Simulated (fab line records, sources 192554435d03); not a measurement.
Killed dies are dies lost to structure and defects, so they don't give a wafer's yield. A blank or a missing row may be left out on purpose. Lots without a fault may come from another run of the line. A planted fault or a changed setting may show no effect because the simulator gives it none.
fab line records | flow n5_finfet
record lots=24 wafers=72 last_day=17
route steps=1938 shown BEOL_M12@1622 BEOL_M13@1659
lots that met no fault: from a run of the same line without faults
start_h: hours from the record's first day to the start of the lot's first wafer shown | wait_h: hours since the lot's step before | " the same as in the row above | L1.1+2: a row that stands for several wafers | - no value, or no start given | * or withheld: withheld | < > ~ a bound
route shown NAME@n: a module of which the file shows steps, and the number in the route of the first | usual: mean/standard deviation of fault-free wafers | same: alike in all rows | chamber/n: place in a boat | sites: the reading at each site | _std_site: their standard deviation | _edge_site: outer sites' mean less inner sites' | radius_mm: how far each site lies from the wafer's centre | mask NAME#n: copy n | behind: the tool/chamber that last shaped the wafer | hold: why the lot was held/for how many hours/how that ended | device: the transistor (n, p or np) that didn't switch | end of line: the same wafers' tests at the end of the route | a step without rows: its recipe alone | killed: dies lost to structure and defects at the first sort, not the wafer's yield | map: a wafer's dies, x killed, . not, _ none there
set.NAME: the setting as run; set.NAME@STEP: as run at that earlier step | model.NAME: the simulator's own value behind a step, which no gauge read
steps of the route over a sample of lots; a table a step, a row a wafer
services: from which hour (start_h, from the record's first day; less than 0 if before it) a tool's chamber was out of use, for how many hours, and why
## steps
# step N5_BEOL_M12_CD_MEAS_17
# recipe target_cd_nm=140 polarity=opening
# usual cd_nm=140.0/2.4
# columns lot.wafer tool chamber start_h wait_h cd_nm
L074.2 cd_sem-02 - 226.76 0.0 142.6
L074.3 " - " " 143.5
L074.4 " - " " 141.4
L076.3 cd_sem-03 - 232.34 0.0 137.9
L076.4 " - " " 139.6
L076.6 " - " " 141.7
L075.1 cd_sem-01 - 239.63 0.0 139.0
L075.5 " - " " 139.7
L075.6 " - " " 142.3
L078.1 cd_sem-02 - 255.43 0.0 139.5
L078.5 " - " " 138.4
L078.6 " - " " 136.7
L077.3 cd_sem-01 - 264.45 0.0 140.2
L077.4 " - " " 140.0
L077.6 " - " " 140.6
L079.2 cd_sem-01 - 264.77 0.0 135.8
L079.4 " - " " 142.0
L079.6 " - " " 137.3
L080.4 cd_sem-01 - 278.36 0.0 141.4
L080.5 " - " " 139.4
L080.6 " - " " 144.6
L083.1 cd_sem-01 - 283.27 0.0 140.6
L083.3 " - " " 141.1
L083.5 " - " " 137.3
L081.1 cd_sem-01 - 283.53 0.0 142.9
L081.2 " - " " 141.5
L081.5 " - " " 139.3
L082.1 cd_sem-01 - 284.25 0.0 142.0
L082.3 " - " " 141.1
L082.5 " - " " 141.6
L085.1 cd_sem-01 - 294.74 0.0 138.4
L085.4 " - " " 140.7
L085.5 " - " " 137.1
L084.3 cd_sem-02 - 300.27 0.0 140.1
L084.4 " - " " 142.4
L084.5 " - " " 140.3
L086.2 cd_sem-01 - 312.27 0.0 141.0
L086.5 " - " " 139.4
L086.6 " - " " 136.8
L088.2 cd_sem-02 - 312.54 0.0 140.6
L088.4 " - " " 143.0
L088.6 " - " " 140.0
L087.1 cd_sem-03 - 322.56 0.0 141.0
L087.4 " - " " 143.4
L087.5 " - " " 140.8
L090.3 cd_sem-02 - 327.11 0.0 144.0
L090.5 " - " " 140.7
L090.6 " - " " 143.9
L092.3 cd_sem-02 - 329.00 0.0 138.1
L092.4 " - " " 140.4
L092.5 " - " " 138.2
L089.2 cd_sem-02 - 329.63 0.0 136.8
L089.4 " - " " 136.6
L089.6 " - " " 139.2
L091.1 cd_sem-02 - 333.89 0.0 140.2
L091.2 " - " " 140.7
L091.6 " - " " 139.4
L094.1 cd_sem-02 - 349.97 0.0 139.9
L094.2 " - " " 142.5
L094.4 " - " " 145.5
L095.1 cd_sem-01 - 352.43 0.0 141.5
L095.4 " - " " 140.0
L095.5 " - " " 140.3
L093.2 cd_sem-01 - 353.79 0.0 137.4
L093.4 " - " " 138.0
L093.5 " - " " 139.3
L097.1 cd_sem-01 - 366.87 0.0 139.5
L097.2 " - " " 135.5
L097.6 " - " " 135.1
L096.1 cd_sem-02 - 370.15 0.0 143.3
L096.2 " - " " 141.3
L096.3 " - " " 139.5
# step N5_BEOL_M12_CD_MEAS_28
# recipe target_cd_nm=160.2 landing_energy_ev=500 detector=se_inlens polarity=opening
# usual cd_nm=161.4/2.1
# columns lot.wafer tool chamber start_h wait_h cd_nm
L074.2 cd_sem-02 0 227.21 - 159.7
L074.3 " 0 " " 158.8
L074.4 " 0 " " 161.9
L076.3 cd_sem-02 0 232.79 - 161.8
L076.4 " 0 " " 161.5
L076.6 " 0 " " 165.9
L075.1 cd_sem-03 0 239.95 - 162.6
L075.5 " 0 " " 160.7
L075.6 " 0 " " 166.8
L078.1 cd_sem-01 0 255.88 - 160.9
L078.5 " 0 " " 158.6
L078.6 " 0 " " 160.9
L077.3 cd_sem-03 0 264.77 - 160.4
L077.4 " 0 " " 158.4
L077.6 " 0 " " 159.5
L079.2 cd_sem-02 0 265.11 - 163.5
L079.4 " 0 " " 161.1
L079.6 " 0 " " 162.1
L080.4 cd_sem-03 0 278.68 - 159.8
L080.5 " 0 " " 163.4
L080.6 " 0 " " 161.7
L083.1 cd_sem-01 0 283.72 - 163.1
L083.3 " 0 " " 160.8
L083.5 " 0 " " 159.4
L081.1 cd_sem-03 0 283.98 - 166.7
L081.2 " 0 " " 163.9
L081.5 " 0 " " 164.8
L082.1 cd_sem-03 0 284.70 - 159.2
L082.3 " 0 " " 160.6
L082.5 " 0 " " 160.7
L085.1 cd_sem-01 0 295.19 - 161.4
L085.4 " 0 " " 160.8
L085.5 " 0 " " 159.4
L084.3 cd_sem-02 0 300.73 - 162.2
L084.4 " 0 " " 162.5
L084.5 " 0 " " 162.9
L086.2 cd_sem-01 0 312.60 - 165.1
L086.5 " 0 " " 161.5
L086.6 " 0 " " 164.9
L088.2 cd_sem-02 0 312.86 - 159.8
L088.4 " 0 " " 162.1
L088.6 " 0 " " 160.8
L087.1 cd_sem-01 0 323.02 - 161.2
L087.4 " 0 " " 160.4
L087.5 " 0 " " 161.4
L090.3 cd_sem-03 0 327.56 - 160.4
L090.5 " 0 " " 163.4
L090.6 " 0 " " 159.3
L092.3 cd_sem-01 0 329.45 - 163.3
L092.4 " 0 " " 160.4
L092.5 " 0 " " 160.8
L089.2 cd_sem-03 0 329.96 - 159.8
L089.4 " 0 " " 159.9
L089.6 " 0 " " 158.6
L091.1 cd_sem-01 0 334.34 - 162.3
L091.2 " 0 " " 162.6
L091.6 " 0 " " 160.8
L094.1 cd_sem-01 0 350.30 - 162.4
L094.2 " 0 " " 162.6
L094.4 " 0 " " 159.1
L095.1 cd_sem-03 0 352.88 - 160.9
L095.4 " 0 " " 164.6
L095.5 " 0 " " 162.8
L093.2 cd_sem-02 0 354.11 - 157.2
L093.4 " 0 " " 158.3
L093.5 " 0 " " 159.1
L097.1 cd_sem-01 0 367.32 - 158.3
L097.2 " 0 " " 157.6
L097.6 " 0 " " 158.1
L096.1 cd_sem-02 0 370.48 - 162.5
L096.2 " 0 " " 163.4
L096.3 " 0 " " 162.2
# step N5_BEOL_M12_OCD_MEAS_35
# usual trench_depth_nm=318/5.7
# columns lot.wafer tool chamber start_h wait_h trench_depth_nm
L074.2 ocd-02 - 227.82 0.0 323
L074.3 " - " " 320
L074.4 " - " " 323
L076.3 ocd-02 - 233.40 0.0 316
L076.4 " - " " 319
L076.6 " - " " 320
L075.1 ocd-01 - 240.56 0.0 311
L075.5 " - " " 312
L075.6 " - " " 326
L078.1 ocd-01 - 256.49 0.0 316
L078.5 " - " " 321
L078.6 " - " " 317
L077.3 ocd-01 - 265.38 0.0 312
L077.4 " - " " 320
L077.6 " - " " 323
L079.2 ocd-02 - 265.72 0.0 314
L079.4 " - " " 322
L079.6 " - " " 310
L080.4 ocd-01 - 279.30 0.0 315
L080.5 " - " " 318
L080.6 " - " " 314
L083.1 ocd-01 - 284.32 0.0 321
L083.3 " - " " 332
L083.5 " - " " 314
L081.1 ocd-02 - 285.19 0.0 320
L081.2 " - " " 316
L081.5 " - " " 319
L082.1 ocd-02 - 285.66 0.0 317
L082.3 " - " " 322
L082.5 " - " " 319
L085.1 ocd-02 - 296.05 0.0 317
L085.4 " - " " 313
L085.5 " - " " 334
L084.3 ocd-02 - 301.33 0.0 325
L084.4 " - " " 319
L084.5 " - " " 320
L086.2 ocd-01 - 313.49 0.0 318
L086.5 " - " " 316
L086.6 " - " " 322
L088.2 ocd-02 - 313.64 0.0 317
L088.4 " - " " 314
L088.6 " - " " 316
L087.1 ocd-01 - 325.12 0.0 308
L087.4 " - " " 319
L087.5 " - " " 318
L090.3 ocd-02 - 328.17 0.0 308
L090.5 " - " " 316
L090.6 " - " " 312
L092.3 ocd-01 - 330.06 0.0 314
L092.4 " - " " 316
L092.5 " - " " 317
L089.2 ocd-01 - 330.57 0.0 318
L089.4 " - " " 310
L089.6 " - " " 320
L091.1 ocd-02 - 335.06 0.0 322
L091.2 " - " " 321
L091.6 " - " " 322
L094.1 ocd-02 - 350.90 0.0 311
L094.2 " - " " 321
L094.4 " - " " 321
L095.1 ocd-02 - 353.59 0.0 306
L095.4 " - " " 318
L095.5 " - " " 318
L093.2 ocd-01 - 354.73 0.0 331
L093.4 " - " " 313
L093.5 " - " " 317
L097.1 ocd-01 - 368.16 0.0 318
L097.2 " - " " 320
L097.6 " - " " 317
L096.1 ocd-02 - 371.37 0.0 317
L096.2 " - " " 325
L096.3 " - " " 326
# step N5_BEOL_M12_THK_MEAS_50
# recipe thk_meas_gauge=xrf reads=Cu_of_BEOL_M12_ECD_47
# usual M12_THK=325/6.6
# columns lot.wafer tool chamber start_h wait_h M12_THK[nm]
L074.2 film_metro-02 - 232.15 - 329
L074.3 " - " " 325
L074.4 " - " " 327
L076.3 film_metro-01 - 236.19 - 324
L076.4 " - " " 328
L076.6 " - " " 329
L075.1 film_metro-02 - 243.57 - 314
L075.5 " - " " 316
L075.6 " - " " 331
L078.1 film_metro-01 - 259.59 - 325
L078.5 " - " " 330
L078.6 " - " " 324
L077.3 film_metro-01 - 267.25 - 328
L077.4 " - " " 334
L077.6 " - " " 339
L079.2 film_metro-02 - 271.64 - 320
L079.4 " - " " 326
L079.6 " - " " 314
L080.4 film_metro-02 - 288.09 - 317
L080.5 " - " " 323
L080.6 " - " " 317
L083.1 film_metro-01 - 288.35 - 328
L083.3 " - " " 340
L083.5 " - " " 322
L081.1 film_metro-01 - 288.54 - 328
L081.2 " - " " 325
L081.5 " - " " 326
L082.1 film_metro-01 - 288.94 - 324
L082.3 " - " " 331
L082.5 " - " " 328
L085.1 film_metro-02 - 302.31 - 320
L085.4 " - " " 316
L085.5 " - " " 340
L084.3 film_metro-01 - 304.20 - 334
L084.4 " - " " 330
L084.5 " - " " 332
L086.2 film_metro-02 - 320.32 - 318
L086.5 " - " " 318
L086.6 " - " " 326
L088.2 film_metro-02 - 322.12 - 321
L088.4 " - " " 318
L088.6 " - " " 324
L087.1 film_metro-02 - 327.52 - 310
L087.4 " - " " 321
L087.5 " - " " 321
L090.3 film_metro-01 - 332.85 - 318
L090.5 " - " " 325
L090.6 " - " " 319
L092.3 film_metro-02 - 333.48 - 317
L092.4 " - " " 319
L092.5 " - " " 321
L089.2 film_metro-01 - 335.40 - 325
L089.4 " - " " 316
L089.6 " - " " 326
L091.1 film_metro-02 - 336.48 - 331
L091.2 " - " " 331
L091.6 " - " " 329
L094.1 film_metro-02 - 355.15 - 319
L094.2 " - " " 329
L094.4 " - " " 329
L095.1 film_metro-02 - 355.26 - 313
L095.4 " - " " 326
L095.5 " - " " 325
L093.2 film_metro-02 - 357.51 - 338
L093.4 " - " " 320
L093.5 " - " " 323
L097.1 film_metro-01 - 372.05 - 330
L097.2 " - " " 331
L097.6 " - " " 330
L096.1 film_metro-02 - 372.95 - 319
L096.2 " - " " 328
L096.3 " - " " 329
# step N5_BEOL_M13_ILD_DEP_00
# recipe material=SiOC target_thk_a=8379.2 temp_c=350 precursor=DEMS/O2 pressure_torr=5 rf_w=500 time_s=166.4
# usual chamber_pressure_Torr=5.000/0.011 heater_power_w=511/80 showerhead_plenum_p_Torr=5.697/0.021 showerhead_vpp_V=1418/87 throttle_valve_pct=11.6/0.63
# columns lot.wafer tool chamber start_h wait_h chamber_pressure_Torr heater_power_w showerhead_plenum_p_Torr showerhead_vpp_V throttle_valve_pct
L074.2 pecvd-03 2 232.34 0.0 4.993 393 5.705 1390 11.1
L074.3 " 0 " " 5.000 518 5.717 1550 11.0
L074.4 " 1 " " 4.986 527 5.708 1426 12.1
L076.3 pecvd-03 0 236.40 0.0 5.003 522 5.712 1564 11.4
L076.4 " 1 " " 4.986 600 5.729 1461 12.1
L076.6 " 0 " " 5.018 433 5.715 1534 11.1
L075.1 pecvd-03 1 243.76 0.0 4.974 574 5.721 1422 12.1
L075.5 " 2 " " 5.001 417 5.706 1396 11.2
L075.6 " 1 " " 4.986 598 5.704 1433 12.5
L078.1 pecvd-01 0 259.78 0.0 5.003 489 5.726 1518 12.0
L078.5 " 2 " " 4.999 490 5.652 1333 11.1
L078.6 " 1 " " 4.997 690 5.675 1418 11.7
L077.3 pecvd-03 1 267.43 0.0 5.001 559 5.705 1439 12.2
L077.4 " 0 " " 5.011 536 5.699 1577 11.2
L077.6 " 2 " " 4.991 426 5.697 1409 11.2
L079.2 pecvd-01 1 271.83 0.0 4.992 626 5.680 1406 11.4
L079.4 " 0 " " 4.989 528 5.715 1500 12.1
L079.6 " 2 " " 4.981 477 5.651 1311 11.1
L080.4 pecvd-01 1 288.34 0.1 4.997 655 5.678 1421 11.4
L080.5 " 2 " " 4.975 601 5.661 1331 10.7
L080.6 " 0 " " 5.015 509 5.730 1521 11.8
L083.1 pecvd-03 2 288.81 0.0 4.994 400 5.706 1368 11.0
L083.3 " 1 " " 5.000 570 5.703 1466 12.2
L083.5 " 2 " " 5.015 418 5.700 1409 11.3
L081.1 pecvd-01 0 288.81 0.0 4.995 530 5.715 1498 12.1
L081.2 " 1 " " 5.016 698 5.656 1432 11.4
L081.5 " 2 " " 5.007 598 5.649 1319 11.1
L082.1 pecvd-02 1 289.16 0.0 5.003 449 5.675 1285 12.5
L082.3 " 2 " " 5.018 546 5.699 1350 10.7
L082.5 " 2 " " 4.989 445 5.703 1370 11.0
L085.1 pecvd-02 1 302.50 0.0 4.997 485 5.684 1274 12.7
L085.4 " 0 " " 4.991 480 5.691 1317 12.8
L085.5 " 1 " " 5.019 394 5.673 1287 12.5
L084.3 pecvd-03 1 304.38 0.0 4.993 609 5.711 1437 12.1
L084.4 " 0 " " 5.010 437 5.682 1553 10.7
L084.5 " 2 " " 5.022 351 5.702 1404 11.1
L086.2 pecvd-03 1 320.54 0.0 5.029 527 5.714 1426 12.1
L086.5 " 1 " " 5.003 589 5.705 1449 12.3
L086.6 " 0 " " 5.001 536 5.711 1549 10.8
L088.2 pecvd-01 0 322.34 0.0 5.000 528 5.722 1534 11.7
L088.4 " 0 " " 5.022 540 5.716 1472 12.1
L088.6 " 2 " " 5.022 594 5.653 1312 11.2
L087.1 pecvd-03 0 327.71 0.0 5.007 529 5.701 1555 10.9
L087.4 " 2 " " 4.993 425 5.703 1396 11.6
L087.5 " 0 " " 4.989 430 5.700 1551 10.9
L090.3 pecvd-01 0 333.04 0.0 5.005 533 5.714 1515 12.0
L090.5 " 0 " " 4.991 434 5.716 1506 11.9
L090.6 " 1 " " 4.982 592 5.667 1420 11.6
L092.3 pecvd-02 0 333.67 0.0 4.998 506 5.695 1328 12.8
L092.4 " 0 " " 4.998 506 5.686 1318 12.4
L092.5 " 2 " " 4.988 447 5.704 1368 10.9
L089.2 pecvd-02 2 335.59 0.0 4.998 539 5.704 1384 10.8
L089.4 " 1 " " 5.040 473 5.684 1298 12.6
L089.6 " 0 " " 4.994 474 5.694 1305 12.6
L091.1 pecvd-02 1 336.66 0.0 5.004 429 5.698 1301 12.9
L091.2 " 2 " " 5.011 475 5.704 1359 11.1
L091.6 " 0 " " 5.004 523 5.696 1312 12.5
L094.1 pecvd-02 2 355.34 0.0 5.013 469 5.704 1367 10.8
L094.2 " 1 " " 4.994 447 5.695 1298 12.7
L094.4 " 1 " " 4.998 475 5.678 1292 12.5
L095.1 pecvd-03 0 355.45 0.0 5.008 526 5.711 1587 11.0
L095.4 " 2 " " 5.006 340 5.708 1402 11.5
L095.5 " 1 " " 5.011 620 5.708 1450 12.2
L093.2 pecvd-03 1 357.69 0.0 5.005 628 5.721 1443 12.2
L093.4 " 0 " " 5.006 524 5.700 1553 11.0
L093.5 " 1 " " 5.007 637 5.719 1442 12.3
L097.1 pecvd-03 2 372.23 0.0 5.001 392 5.686 1390 11.1
L097.2 " 0 " " 5.001 473 5.706 1533 11.1
L097.6 " 2 " " 5.000 408 5.704 1405 11.0
L096.1 pecvd-01 0 373.13 0.0 4.994 488 5.713 1527 12.3
L096.2 " 2 " " 4.995 515 5.667 1330 11.2
L096.3 " 1 " " 5.002 709 5.656 1390 11.7
# step N5_BEOL_M13_VIA_ETCH_16
# recipe chemistry=C4F8/O2/Ar target=SiOC pressure_mtorr=30 source_w=3000 bias_w=700 Ar_flow_sccm=400 C4F8_flow_sccm=15 O2_flow_sccm=8 he_inner_torr=15 he_outer_torr=30 target_depth_a=9217 time_s=withheld ion_energy_ev=250 ends=cleared
# usual drypump_motor_current_A=5.7/0.49 oes_product_au=0.70/0.065 rf_vpp_V=664.7/2.3 showerhead_plenum_p_Torr=3.38/0.064 throttle_valve_pct=24.09/0.24
# columns lot.wafer tool chamber start_h wait_h drypump_motor_current_A oes_product_au rf_vpp_V showerhead_plenum_p_Torr throttle_valve_pct
L074.2 rie_diel-05 1 233.09 0.0 5.7 0.65 668.0 3.50 23.89
L074.3 " 3 " " 6.4 0.73 662.4 3.35 24.57
L074.4 " 0 " " 5.8 0.63 664.7 3.37 24.19
L076.3 rie_diel-05 1 237.28 0.0 5.6 0.65 668.2 3.50 23.87
L076.4 " 0 " " 5.8 0.63 663.9 3.37 24.21
L076.6 " 3 " " 6.4 0.72 662.9 3.35 24.58
L075.1 rie_diel-02 0 244.77 0.0 5.4 0.77 663.9 3.35 23.74
L075.5 " 3 " " 5.4 0.66 665.1 3.35 24.17
L075.6 " 2 " " 6.5 0.63 664.9 3.40 24.34
L078.1 rie_diel-03 3 260.40 0.0 6.6 0.71 666.3 3.40 23.85
L078.5 " 3 " " 6.7 0.71 666.4 3.40 23.84
L078.6 " 0 " " 5.3 0.72 662.9 3.32 24.17
L077.3 rie_diel-02 3 268.20 0.0 5.4 0.66 663.7 3.35 24.19
L077.4 " 1 " " 5.6 0.69 662.5 3.31 24.13
L077.6 " 0 " " 5.4 0.77 663.0 3.35 23.78
L079.2 rie_diel-03 3 272.58 0.0 6.6 0.70 666.5 3.40 23.85
L079.4 " 3 " " 6.6 0.71 665.9 3.40 23.85
L079.6 " 1 " " 4.8 0.78 667.0 3.47 24.01
L080.4 rie_diel-05 1 289.23 0.1 5.7 0.63 668.1 3.49 23.91
L080.5 " 3 " " 6.4 0.71 661.0 3.34 24.60
L080.6 " 2 " " 5.9 0.70 666.8 3.41 23.91
L083.1 rie_diel-05 2 290.81 0.0 5.9 0.70 665.7 3.41 23.93
L083.3 " 3 " " 6.4 0.71 661.6 3.34 24.59
L083.5 " 1 " " 5.7 0.63 669.6 3.49 23.89
L081.1 rie_diel-02 0 290.86 0.0 5.4 0.76 663.8 3.34 23.77
L081.2 " 2 " " 6.5 0.62 663.9 3.39 24.35
L081.5 " 0 " " 5.4 0.75 663.1 3.34 23.77
L082.1 rie_diel-03 2 290.92 0.0 5.8 0.88 667.3 3.49 23.84
L082.3 " 0 " " 5.3 0.71 660.1 3.31 24.18
L082.5 " 3 " " 6.7 0.70 666.4 3.40 23.84
L085.1 rie_diel-05 3 303.30 0.0 6.4 0.71 663.8 3.33 24.60
L085.4 " 2 " " 5.9 0.70 665.1 3.41 23.92
L085.5 " 1 " " 5.7 0.64 667.3 3.48 23.90
L084.3 rie_diel-03 2 305.53 0.0 5.7 0.85 667.9 3.48 23.86
L084.4 " 1 " " 4.8 0.77 666.1 3.46 24.05
L084.5 " 1 " " 4.8 0.77 666.6 3.46 24.01
L086.2 rie_diel-03 2 321.17 0.0 5.8 0.83 668.0 3.48 23.86
L086.5 " 1 " " 4.8 0.76 667.8 3.46 24.03
L086.6 " 2 " " 5.7 0.83 667.3 3.48 23.84
L088.2 rie_diel-02 2 323.25 0.0 6.5 0.61 665.6 3.38 24.36
L088.4 " 0 " " 5.4 0.75 660.9 3.34 23.78
L088.6 " 0 " " 5.4 0.74 661.1 3.34 23.79
L087.1 rie_diel-02 3 328.47 0.0 5.4 0.64 665.0 3.34 24.21
L087.4 " 0 " " 5.4 0.74 664.1 3.34 23.79
L087.5 " 1 " " 5.7 0.68 662.6 3.30 24.16
L090.3 rie_diel-03 1 333.67 0.0 4.8 0.76 666.8 3.46 24.05
L090.5 " 2 " " 5.7 0.82 666.3 3.48 23.87
L090.6 " 0 " " 5.3 0.71 662.4 3.30 24.21
L092.3 rie_diel-05 0 334.60 0.0 5.9 0.83 665.4 3.36 23.90
L092.4 " 1 " " 5.6 0.63 668.9 3.48 23.91
L092.5 " 3 " " 6.4 0.70 661.8 3.33 24.62
L089.2 rie_diel-05 0 336.35 0.0 5.8 0.83 665.2 3.35 23.90
L089.4 " 2 " " 5.9 0.69 664.8 3.40 23.95
L089.6 " 2 " " 5.9 0.69 666.0 3.40 23.94
L091.1 rie_diel-03 1 337.42 0.0 4.8 0.76 667.3 3.46 24.05
L091.2 " 0 " " 5.3 0.70 661.4 3.30 24.20
L091.6 " 0 " " 5.3 0.70 662.5 3.30 24.21
L094.1 rie_diel-02 1 355.97 0.0 5.7 0.67 662.4 3.29 24.18
L094.2 " 2 " " 6.5 0.61 666.4 3.38 24.36
L094.4 " 3 " " 5.4 0.64 664.4 3.33 24.21
L095.1 rie_diel-02 3 356.27 0.0 5.4 0.64 664.2 3.33 24.22
L095.4 " 2 " " 6.4 0.61 665.7 3.38 24.38
L095.5 " 2 " " 6.5 0.61 664.3 3.38 24.38
L093.2 rie_diel-02 1 358.45 0.0 5.7 0.67 662.0 3.29 24.18
L093.4 " 3 " " 5.4 0.64 663.0 3.33 24.19
L093.5 " 3 " " 5.4 0.65 663.4 3.33 24.21
L097.1 rie_diel-05 3 372.88 0.0 6.4 0.69 661.4 3.32 24.64
L097.2 " 1 " " 5.7 0.62 666.9 3.47 23.93
L097.6 " 2 " " 5.9 0.68 667.3 3.40 23.95
L096.1 rie_diel-02 3 373.76 0.0 5.4 0.64 665.7 3.33 24.21
L096.2 " 1 " " 5.7 0.67 663.4 3.29 24.18
L096.3 " 2 " " 6.5 0.61 663.5 3.38 24.39
## services
# columns tool chamber start_h hours kind
pecvd-03 0 209.19 2.1 scheduled_down
pecvd-01 1 233.27 5.5 scheduled_down
rie_diel-02 - 249.58 2.8 pm
pecvd-02 0 251.39 5.1 repair
rie_diel-03 2 261.75 - clean
rie_diel-03 2 261.75 - consumable_replace:focus_ring
rie_diel-03 2 261.75 24.2 scheduled_down
rie_diel-03 2 261.75 24.2 vent_cycle
rie_diel-05 0 269.66 - clean
rie_diel-05 0 269.66 - consumable_replace:focus_ring
rie_diel-05 0 269.66 24.8 scheduled_down
rie_diel-05 0 269.66 24.8 vent_cycle
pecvd-01 0 279.00 2.1 scheduled_down
pecvd-01 - 297.19 1.4 repair
pecvd-01 1 314.37 13.0 repair
rie_diel-05 2 348.81 20.3 repair
## key
fault none
